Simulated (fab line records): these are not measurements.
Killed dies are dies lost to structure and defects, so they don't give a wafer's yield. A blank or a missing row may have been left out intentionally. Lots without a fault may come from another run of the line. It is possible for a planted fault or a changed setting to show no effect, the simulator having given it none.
A lot that was struck, set against a sound lot | flow n5Finfet | 16 steps out of a route of 1938
Sound: the wafers L491.1, L491.4, L491.5. Struck: wafer L504.1 (left out: L504.4, a lot-mate that was not struck); the cause follows at the end.
For every step that has rows: the tool of each side, followed by ch and its chambers, followed by its first start. Under that, the readings that differ: sound wafers | struck wafers | difference of the means | sigmas: that difference in standard deviations of wafers without a fault.
alike: words and numbers the same on both sides, and readings whose means are apart by under 2 such deviations; not compared: readings that were withheld, readings missing a value for some wafer, numbers with overlapping values and no deviation given by the record, and bounds like >300 which may hide the same value.
Wherever a step has rows on one side only, a row that says differs or no value, or a row with sigmas, the two part there. Numbers that don't overlap but have no deviation are shown without sigmas and don't part them. A reading that every wafer of one side lacks parts them only if that side has two wafers or more.

N5_BEOL_M1_DESCUM_33: chemistry O2, time 7 s.
  sound on rieDiel-03 ch 0,1,2, day 7 01:21; struck on rieDiel-01 ch 3, day 10 04:59
  alike: drypumpMotorCurrentA, oesProductAu, rfVppV, showerheadPlenumPTorr, throttleValvePct
  not compared: rfHoursCounterH
then, 3 steps without rows for these wafers: N5_BEOL_M1_ETCH_77 (etches underlayer in N2/H2, target depth 6.5 nm, time 5.2 s); N5_BEOL_M1_ETCH_69 (etches SiARC in CF4, target depth 15.6 nm, time 26 s); N5_BEOL_M1_ALD_98 (deposits SiO2, target thk 2.5 nm, pulse time 1 s, co reactant pulse time 1 s).
N5_BEOL_M1_ETCHBACK_99: etches SiO2 in CHF3, target depth 5 nm, time 10.4 s.
  sound on rieDiel-06 ch 0,3, day 7 11:08; struck on rieDiel-01 ch 1, day 10 11:18
reading              | sound             | struck | difference | sigmas
throttleValvePct (%) | 16.42 16.90 16.42 | 17.28  | +0.70      | +3
  alike: drypumpMotorCurrentA, oesProductAu, rfVppV, showerheadPlenumPTorr
  not compared: rfHoursCounterH
N5_BEOL_M1_ETCH_70: etches SOC in N2/H2, target depth 80 nm, overetch 16 nm, time 120 s.
  sound on rieDiel-06 ch 0,3, day 7 11:10; struck on rieDiel-01 ch 1, day 10 11:20
reading              | sound             | struck | difference | sigmas
oesProductAu (a.u.)  | 0.71 0.58 0.71    | 0.55   | -0.12      | -2
throttleValvePct (%) | 17.30 17.63 17.30 | 18.04  | +0.63      | +2
  alike: drypumpMotorCurrentA, h2FlowSccm, rfVppV, showerheadPlenumPTorr
  not compared: rfHoursCounterH
then, 2 steps without rows for these wafers: N5_BEOL_M1_STRIP_71 (strips in N2/H2); N5_BEOL_M1_STRIP_78 (strips in N2/H2).
N5_BEOL_M1_VIA_ETCH_34: etches the open film in C4F6/O2, target depth 67.8 nm, time 64.4 s.
  sound on rieDiel-06 ch 0,3, day 7 11:16; struck on rieDiel-01 ch 1, day 10 11:26
reading              | sound             | struck | difference | sigmas
oesProductAu (a.u.)  | 0.93 0.76 0.94    | 0.71   | -0.17      | -2
throttleValvePct (%) | 30.05 30.60 30.06 | 31.05  | +0.81      | +3
  alike: C4F6_flow_sccm, drypumpMotorCurrentA, rfVppV, showerheadPlenumPTorr
  not compared: rfHoursCounterH
then, 2 steps without rows for these wafers: N5_BEOL_M1_STRIP_83 (strips in C4F6/O2); N5_BEOL_M1_STRIP_36 (strips in N2/H2).
N5_BEOL_M1_TRENCH_ETCH_37: etches SiOC in C4F6/O2, target depth 55.207 nm, time 29 s.
  sound on rieDiel-06 ch 0,3; struck on rieDiel-01 ch 1
reading              | sound             | struck | difference | sigmas
oesProductAu (a.u.)  | 0.93 0.76 0.93    | 0.71   | -0.16      | -2
throttleValvePct (%) | 20.19 20.67 20.19 | 21.08  | +0.73      | +3
  alike: C4F6_flow_sccm, drypumpMotorCurrentA, rfVppV, showerheadPlenumPTorr
  not compared: rfHoursCounterH
N5_BEOL_M1_ETCH_41: etches SiCN in CH3F/O2, target depth 31.9 nm, time 57.8 s.
  sound on rieDiel-06 ch 0,3, day 7 11:24; struck on rieDiel-01 ch 1, day 10 11:34
reading                 | sound             | struck | difference | sigmas
throttleValvePct (%)    | 15.69 16.19 15.68 | 16.54  | +0.69      | +3
model.etch.depthNm (nm) | 21.78 21.16 21.86 | 34.55  | +12.95     | 
  alike: drypumpMotorCurrentA, oesProductAu, rfVppV, showerheadPlenumPTorr
  not compared: rfHoursCounterH
then, 1 step without rows for these wafers: N5_BEOL_M1_STRIP_97 (strips in N2/H2, time 10 s).
-- the record jumps here: 3 days lie between the struck wafers' starts before and after (it left off in module BEOL_M1 and takes up again in module BEOL_M4, whose first step shown is number 1111 of the route) --
N5_BEOL_M4_RC_MEAS_101:
  sound on prober-02 ch 0, day 9 21:05; struck on prober-01 ch 0, day 13 03:00
  alike: DIBL_N, DIBL_P, IOFF_N, IOFF_P, ION_N, ION_P, SS_N, SS_P, VT_N, VT_P
-- record jumps: 5 days separate the struck wafers' starts on either side; left off in module BEOL_M4, taken up again in module PASSIVATION, whose first shown step is the route's number 1936 --
N5_PASSIVATION_PROBE_49:
  the record has rows for the struck wafers here (prober-01, day 18 04:05) and none for the sound ones

WHERE THEY PART
First at N5_BEOL_M1_ETCHBACK_99; last, within this record, at N5_PASSIVATION_PROBE_49.

WHY: what the simulator had put in
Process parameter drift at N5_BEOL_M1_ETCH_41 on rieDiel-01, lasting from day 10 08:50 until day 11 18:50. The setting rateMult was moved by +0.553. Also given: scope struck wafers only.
